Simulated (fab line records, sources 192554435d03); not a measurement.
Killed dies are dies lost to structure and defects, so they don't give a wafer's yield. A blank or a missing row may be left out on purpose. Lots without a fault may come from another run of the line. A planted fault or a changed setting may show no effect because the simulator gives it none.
Which tool did it? | flow n5_finfet | 10 lots, 30 wafers sampled, at 5 steps of a route of 1938

WHAT THE GAUGES READ, wafer by wafer
The record holds no reading of a measuring or inspecting step that can be judged against a usual standard deviation.

WHICH TOOL RAN EACH LOT (tool, then ch and the chambers of the sampled wafers, then the start)
lot  | N5_BEOL_M7_STRIP_36                | N5_BEOL_M7_ETCH_41                            | N5_BEOL_M7_SURFACE_TREAT_79  | N5_BEOL_M7_CVD_78                | N5_PASSIVATION_PROBE_49
L104 | rie_diel-02 ch 0,1,3, day 9 00:05  | rie_diel-02 ch 0,1,3, day 9 01:23 or earlier  | pvd_sputter-03, day 9 01:23  | cvd_co-01 ch 1,2, day 9 01:28    | prober-01, day 12 07:28
L107 | rie_diel-03 ch 0,1,3, day 9 19:17  | rie_diel-03 ch 0,1,3, day 9 22:23 or earlier  | pvd_sputter-02, day 9 22:23  | cvd_co-02 ch 1,2, day 9 22:41    | prober-02, day 12 21:35
L109 | rie_diel-03 ch 0,1,2, day 10 01:11 | rie_diel-03 ch 0,1,2, day 10 02:35 or earlier | pvd_sputter-03, day 10 02:35 | cvd_co-01 ch 1,2, day 10 02:41   | prober-01, day 12 22:48
L108 | rie_diel-01 ch 1,2,3, day 10 01:21 | rie_diel-01 ch 1,2,3, day 10 02:37 or earlier | pvd_sputter-01, day 10 02:37 | cvd_co-02 ch 0,1,2, day 10 02:50 | prober-01, day 13 01:25
L110 | rie_diel-02 ch 2,3, day 10 13:55   | rie_diel-02 ch 2,3, day 10 15:22 or earlier   | pvd_sputter-02, day 10 15:22 | cvd_co-02 ch 0,2, day 10 15:31   | prober-01, day 13 19:14
L114 | rie_diel-03 ch 0,1,3, day 12 09:42 | rie_diel-03 ch 0,1,3, day 12 12:10 or earlier | pvd_sputter-03, day 12 12:10 | cvd_co-02 ch 0,1,2, day 12 12:15 | prober-02, day 15 20:09
L118 | rie_diel-03 ch 0,2,3, day 12 13:17 | rie_diel-03 ch 0,2,3, day 12 15:01 or earlier | pvd_sputter-03, day 12 15:01 | cvd_co-02 ch 0,2, day 12 15:52   | prober-02, day 16 01:01
L117 | rie_diel-01 ch 0,1,3, day 12 20:37 | rie_diel-01 ch 0,1,3, day 12 21:58 or earlier | pvd_sputter-01, day 12 21:58 | cvd_co-01 ch 0,1,2, day 12 22:03 | prober-01, day 16 02:05
L123 | rie_diel-03 ch 1,2,3, day 13 14:07 | rie_diel-03 ch 1,2,3, day 13 15:49 or earlier | pvd_sputter-02, day 13 15:49 | cvd_co-01 ch 0,1,2, day 13 15:52 | prober-01, day 16 22:26
L122 | rie_diel-01 ch 3, day 13 20:55     | rie_diel-01 ch 3, day 13 23:54 or earlier     | pvd_sputter-03, day 13 23:54 | cvd_co-01 ch 0,1, day 13 23:58   | prober-01, day 17 07:13
- N5_BEOL_M7_STRIP_36: strips in N2/H2.
- N5_BEOL_M7_ETCH_41: etches SiCN in CH3F/O2, target depth 31.9 nm, time 57.8 s.
- N5_BEOL_M7_SURFACE_TREAT_79
- N5_BEOL_M7_CVD_78: deposits Co from CCTBA/H2, target thk 2 nm, time 142.3 s.
- N5_PASSIVATION_PROBE_49

WHAT THE TOOLS THEMSELVES READ (means of the sampled wafers that have a number; where no wafer has one, the mark that the record gives instead)
N5_BEOL_M7_STRIP_36. Usual: drypump_motor_current_A 5.7 A, standard deviation 0.53; h2_flow_sccm 199.9 sccm, standard deviation 0.6; oes_product_au 0.81 a.u., standard deviation 0.072; rf_vpp_V 59.3 V, standard deviation 1.4; showerhead_plenum_p_Torr 2.57 Torr, standard deviation 0.081; temp_c 40.01 C, standard deviation 0.11; throttle_valve_pct 23.49 %, standard deviation 0.18.
lot  | tool        | drypump_motor_current_A (A) | h2_flow_sccm (sccm) | oes_product_au (a.u.) | rf_vpp_V (V) | showerhead_plenum_p_Torr (Torr) | temp_c (C) | throttle_valve_pct (%) | flag
L104 | rie_diel-02 | 5.6                         | 200.1               | 0.72                  | 60.7         | 2.58                            | 40.11      | 23.63                  |
L107 | rie_diel-03 | 6.0                         | 200.0               | 0.85                  | 59.2         | 2.56                            | 39.95      | 23.39                  |
L109 | rie_diel-03 | 6.2                         | 200.3               | 0.83                  | 58.9         | 2.61                            | 40.02      | 23.39                  |
L108 | rie_diel-01 | 5.4                         | 199.5               | 0.82                  | 59.2         | 2.53                            | 39.90      | 23.42                  |
L110 | rie_diel-02 | 5.0                         | 200.3               | 0.72                  | 59.3         | 2.55                            | 40.03      | 23.58                  |
L114 | rie_diel-03 | 6.0                         | 199.6               | 0.81                  | 58.7         | 2.56                            | 40.07      | 23.42                  |
L118 | rie_diel-03 | 5.9                         | 200.5               | 0.87                  | 59.5         | 2.58                            | 40.01      | 23.40                  |
L117 | rie_diel-01 | 5.7                         | 200.2               | 0.80                  | 59.0         | 2.59                            | 40.00      | 23.60                  |
L123 | rie_diel-03 | 6.2                         | 200.0               | 0.80                  | 61.0         | 2.62                            | 39.99      | 23.56                  |
L122 | rie_diel-01 | 5.5                         | 199.5               | 0.84                  | 59.2         | 2.57                            | 40.04      | 23.53                  |

N5_BEOL_M7_ETCH_41. Usual: drypump_motor_current_A 5.7 A, standard deviation 0.53; oes_product_au 0.80 a.u., standard deviation 0.07; rf_vpp_V 297.9 V, standard deviation 1.4; showerhead_plenum_p_Torr 2.02 Torr, standard deviation 0.06; throttle_valve_pct 16.23 %, standard deviation 0.21.
lot  | tool        | drypump_motor_current_A (A) | oes_product_au (a.u.) | rf_vpp_V (V) | showerhead_plenum_p_Torr (Torr) | throttle_valve_pct (%) | flag
L104 | rie_diel-02 | 5.6                         | 0.72                  | 298.8        | 2.03                            | 16.44                  |
L107 | rie_diel-03 | 6.0                         | 0.84                  | 297.2        | 2.02                            | 16.12                  |
L109 | rie_diel-03 | 6.2                         | 0.83                  | 297.8        | 2.05                            | 16.11                  |
L108 | rie_diel-01 | 5.4                         | 0.82                  | 297.6        | 1.99                            | 16.18                  |
L110 | rie_diel-02 | 4.9                         | 0.72                  | 297.7        | 2.01                            | 16.49                  |
L114 | rie_diel-03 | 6.0                         | 0.82                  | 297.6        | 2.01                            | 16.16                  |
L118 | rie_diel-03 | 5.9                         | 0.87                  | 297.3        | 2.03                            | 16.07                  |
L117 | rie_diel-01 | 5.7                         | 0.80                  | 298.6        | 2.05                            | 16.34                  |
L123 | rie_diel-03 | 6.2                         | 0.80                  | 299.6        | 2.06                            | 16.29                  |
L122 | rie_diel-01 | 5.5                         | 0.84                  | 298.4        | 2.03                            | 16.27                  |

N5_BEOL_M7_CVD_78. Usual: run_length_s 165.2 s, standard deviation 0.58.
lot  | tool      | run_length_s (s) | flag
L104 | cvd_co-01 | 165.2            |
L107 | cvd_co-02 | 165.3            |
L109 | cvd_co-01 | 165.2            |
L108 | cvd_co-02 | 165.4            |
L110 | cvd_co-02 | 165.5            |
L114 | cvd_co-02 | 142.8            | OFF
L118 | cvd_co-02 | 165.6            |
L117 | cvd_co-01 | 165.0            |
L123 | cvd_co-01 | 165.0            |
L122 | cvd_co-01 | 164.9            |

N5_PASSIVATION_PROBE_49. Usual: defect_limited_yield 91.3 %, standard deviation 1.4; killed_at_M0_to_M3 34, standard deviation 10; killed_at_M4_up 13, standard deviation 4.8; killed_at_contacts 12, standard deviation 6.1; killed_at_front_end 40, standard deviation 11; killed_at_other 3.7, standard deviation 2.8; killed_dies 103, standard deviation 16; killed_open 67, standard deviation 12; killed_short 34, standard deviation 7.4; sort_bin_5_function 5.1 %, standard deviation 0.95; sort_bin_6_memory 3.2 %, standard deviation 0.62; sort_n_pass 1077, standard deviation 16; sort_yield_pct 91.3 %, standard deviation 1.4.
lot  | tool      | defect_limited_yield (%) | killed_at_M0_to_M3 | killed_at_M4_up | killed_at_contacts | killed_at_front_end | killed_at_other | killed_dies | killed_open | killed_short | sort_bin_5_function (%) | sort_bin_6_memory (%) | sort_n_pass | sort_yield_pct (%) | flag
L104 | prober-01 | 91.8                     | 32                 | 12              | 5                  | 41                  | 7.3             | 97          | 61          | 36           | 4.9                     | 3.0                   | 1083        | 91.8               |
L107 | prober-02 | 91.5                     | 42                 | 11              | 9                  | 34                  | 4.0             | 100         | 63          | 36           | 5.1                     | 3.0                   | 1080        | 91.5               |
L109 | prober-01 | 90.9                     | 45                 | 12              | 5                  | 43                  | 2.0             | 107         | 69          | 37           | 5.3                     | 3.3                   | 1073        | 90.9               |
L108 | prober-01 | 92.2                     | 28                 | 16              | 17                 | 29                  | 1.7             | 92          | 65          | 26           | 4.3                     | 3.2                   | 1088        | 92.2               |
L110 | prober-01 | 91.4                     | 28                 | 14              | 11                 | 47                  | 1.3             | 102         | 69          | 33           | 5.1                     | 3.4                   | 1078        | 91.4               |
L114 | prober-02 | 91.9                     | 34                 | 14              | 10                 | 33                  | 4.7             | 95          | 53          | 40           | 4.7                     | 3.0                   | 1085        | 91.9               |
L118 | prober-02 | 93.5                     | 26                 | 9               | 11                 | 30                  | 1.0             | 77          | 52          | 24           | 3.9                     | 2.4                   | 1103        | 93.5               |
L117 | prober-01 | 90.1                     | 35                 | 16              | 15                 | 49                  | 3.3             | 117         | 76          | 38           | 6.2                     | 3.4                   | 1063        | 90.1               |
L123 | prober-01 | 92.0                     | 27                 | 19              | 13                 | 34                  | 2.0             | 95          | 64          | 29           | 4.4                     | 3.4                   | 1085        | 92.0               |
L122 | prober-01 | 90.7                     | 36                 | 17              | 8                  | 43                  | 5.3             | 110         | 71          | 37           | 5.3                     | 3.7                   | 1070        | 90.7               |

THE ANSWER, worked out from the rows above alone
Rule: a lot is off if the mean of its wafers that have a number lies more than 3 standard deviations from the usual mean. A lot without any number at a reading at which 4 lots or more have one is off too. The other lots that the step has rows for count as sound. The gauges are gone through in route order, then the tools' own readings, and for those a lot's mean is taken as printed above. The first step at which some lot is off is used, and at that step the reading that is off furthest; a lot without a number counts as furthest.
Off: L114, at N5_BEOL_M7_CVD_78 (run_length_s).
A tool fits if, at that step or a process step before it, it ran every lot that is off, and no sound lot after the first of them. N5_BEOL_M7_ETCH_41 gives no start for some lots, so the hours and the order of its lots are those of N5_BEOL_M7_SURFACE_TREAT_79. None of those tried fits.

WHAT THE SIMULATOR HAD PUT IN
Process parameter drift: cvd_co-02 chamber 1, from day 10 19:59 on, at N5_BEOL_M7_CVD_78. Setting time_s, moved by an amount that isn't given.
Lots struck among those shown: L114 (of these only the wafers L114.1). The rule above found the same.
